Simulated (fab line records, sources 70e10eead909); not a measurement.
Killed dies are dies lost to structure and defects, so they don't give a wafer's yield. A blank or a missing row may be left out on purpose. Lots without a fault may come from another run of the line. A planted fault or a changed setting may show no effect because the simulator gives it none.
One fault seen from 2 desks | flow nand_harc | each desk has only its own numbers; what lay behind them comes last

THE TOOL OWNER'S DESK: rie_metal-02
The tool's own readings at NHARC_A_WL_FILL_ETCHBACK_17 (etches the open film in Cl2/BCl3, target depth 4 nm, time 26.7 s): means of the sampled wafers that have a number, for each lot that ran on this tool. A lot is out of limits, marked OUT, if its mean lies more than 4 standard deviations from the usual mean; the brackets give that distance.
Columns: A = chamber_pressure_mTorr at NHARC_A_WL_FILL_ETCHBACK_17, usual 9.998 mTorr; B = drypump_motor_current_A at NHARC_A_WL_FILL_ETCHBACK_17, usual 5.4 A; C = oes_product_au at NHARC_A_WL_FILL_ETCHBACK_17, usual 0.999 a.u.
lot  | first seen here | A      | B   | C
L127 | day 15 19:27    | 10.004 | 4.9 | 1.004
L130 | day 16 10:38    | 9.998  | 4.9 | 1.001
L136 | day 18 02:37    | 9.995  | 4.9 | 1.003
L138 | day 18 14:35    | 9.998  | 4.9 | 1.007
This desk's finding: nothing out of limits on any of the 4 lots.

THE METROLOGY DESK
What the gauges read, lot by lot, whatever tool the lot ran on: means of the sampled wafers that have a number. A lot is out of limits, marked OUT, if its mean lies more than 4 standard deviations from the usual mean; the brackets give that distance.
Columns: A = cd_nm at NHARC_THIN_TSV_CD_MEAS_12, usual 1000.7 nm
lot  | first seen here | A
L129 | day 19 05:11    | 999.8
L127 | day 19 06:23    | 1003.2
L131 | day 19 13:25    | 1001.7
L128 | day 19 14:45    | 1001.6
L130 | day 19 20:50    | 1000.4
L132 | day 19 22:02    | 1001.1
L136 | day 20 21:25    | 1003.2
L137 | day 20 22:36    | 1000.1
L138 | day 21 22:17    | 1002.0
L143 | day 21 23:22    | 1000.1
L146 | day 23 07:11    | 998.8
L148 | day 23 12:23    | 1001.9
L149 | day 24 00:15    | 1000.0
L150 | day 24 04:35    | 1000.7
This desk's finding: nothing out of limits on any of the 14 lots.

PUT TOGETHER
The tool owner's desk saw nothing out of limits.
The metrology desk saw nothing out of limits.

WHAT THE SIMULATOR HAD PUT IN
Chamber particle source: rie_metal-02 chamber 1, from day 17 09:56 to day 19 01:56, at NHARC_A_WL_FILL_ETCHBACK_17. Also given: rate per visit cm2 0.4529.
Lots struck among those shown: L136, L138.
